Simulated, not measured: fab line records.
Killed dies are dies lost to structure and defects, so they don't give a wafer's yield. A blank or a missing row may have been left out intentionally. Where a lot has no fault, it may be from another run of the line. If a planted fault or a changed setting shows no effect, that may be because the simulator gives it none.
Code-filled problem report in 8D (eight disciplines) form -- flow nand-harc -- the parts of the form that need people (team, actions taken, sign-off) are left out

## 1. PROBLEM STATEMENT
At NHARC_END_SORT_01, killed-at-periphery averages 638.0 over 2 wafers from 2 lots, while fault-free wafers read 3.1, standard deviation 2.1. That is +99 or more standard deviations from the usual mean.
First seen on wafer L769.4, day 24 12:04, on prober-01. At this step, 33 wafers from 11 lots have a number in the record. Rule for "out", or "out of limits": more than 4 standard deviations from the usual mean. The other wafers with a number count as sound.

## 2. WHAT IT IS, AND WHAT IT ISN'T
question,is,is not
which readings at this step,"killed-at-periphery, defect-limited-yield, killed-dies, sort_bin_2_pct, sort-n-pass, sort-rim-yield-pct, sort-yield-pct","killed-at-other, killed-open, killed-short, sort_bin_3_pct"
which lots,"L769, L770","L748, L749, L750, L754, L755, L758, L759, L761, L765"
which wafers of those lots,"L769.4, L770.2","L769.1, L769.5, L770.4, L770.5"
read on which gauges,"prober-01, prober-02",-
when,from day 24 12:04,"up to then (28 sound wafers); but 3 sound wafers of L769, L770 came after"

## 3. THE SUSPECTS, EACH WITH WHAT RULES IT OUT
Counting: if a tool at a process step up to the reading ran every lot that is out, it stays a suspect. Sound lots after the first of them don't rule it out here, since some wafers of a struck lot are sound.
- the gauge at NHARC_END_SORT_01: ruled out. 2 gauges (prober-01, prober-02) read the wafers that are out.
- pvd-sputter-03 at NHARC_P_M2_PVD_21 (deposits Cu, target thk 30 nm, time 20.49 s): kept. It ran every lot that is out, first L769 (day 11 12:02); its last sound lot up to then is L765 (day 10 14:08).
- rie-diel-06 at NHARC_A_M1_ETCH_28 (etches the open film in CF4/N2, target depth 30 nm, time 72.99 s): kept. It ran every lot that is out, first L769 (day 22 20:37); its last sound lot up to then is L758 (day 20 08:01). Because NHARC_A_M1_ETCH_28 lacks a start for some lots, the hours and order of its lots are taken from NHARC_A_BONDPAD_ANNEAL_28.
The count leaves rie-diel-06 at NHARC_A_M1_ETCH_28 and pvd-sputter-03 at NHARC_P_M2_PVD_21.

## 4. THE CAUSE (what the simulator had put in)
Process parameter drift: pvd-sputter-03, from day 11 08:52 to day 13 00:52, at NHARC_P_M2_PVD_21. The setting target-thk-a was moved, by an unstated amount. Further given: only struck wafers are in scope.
After counting, 2 suspects remain, this tool included.

## 5. SEQUENCE OF EFFECTS, ordered by route
Each row: a reading whose mean over the struck wafers that have a number lies more than 3 standard deviations from the usual. Only readings whose record carries a usual standard deviation are examined. hours: median over the lots of the time between each lot's start at the first step of this table that gives one and its start at this step. sigmas: the change, counted in usual standard deviations.
hours,step,reading,usual,on struck wafers,change,sigmas
0,NHARC_END_SORT_01,defect-limited-yield,95.5 %,0.0,-95.5,-73
0,NHARC_END_SORT_01,killed-at-periphery,3.1,638.0,+634.9,+99 or more
0,NHARC_END_SORT_01,killed-dies,31,677,+646,+73
0,NHARC_END_SORT_01,sort_bin_2_pct,1.3 %,95.5,+94.2,+99 or more
0,NHARC_END_SORT_01,sort-n-pass,646,0,-646,-73
0,NHARC_END_SORT_01,sort-rim-yield-pct,95.8 %,0.0,-95.8,-35
0,NHARC_END_SORT_01,sort-yield-pct,95.5 %,0.0,-95.5,-73

## 6. WHAT WOULD HAVE CAUGHT IT SOONER
315 hours passed between the start of the fault at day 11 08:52 and the first reading out of limits at a measuring or inspecting step in this record, taken at day 24 12:04.
An alarm limit of 4 standard deviations would not have fired on the tool readings at NHARC_P_M2_PVD_21 for which the record gives a usual standard deviation, since none of them was out on any struck wafer.
By day 24 12:04, every lot that is out (2) had started NHARC_P_M2_PVD_21 on pvd-sputter-03. Had the tool been put on hold then, not one of them would have been saved.
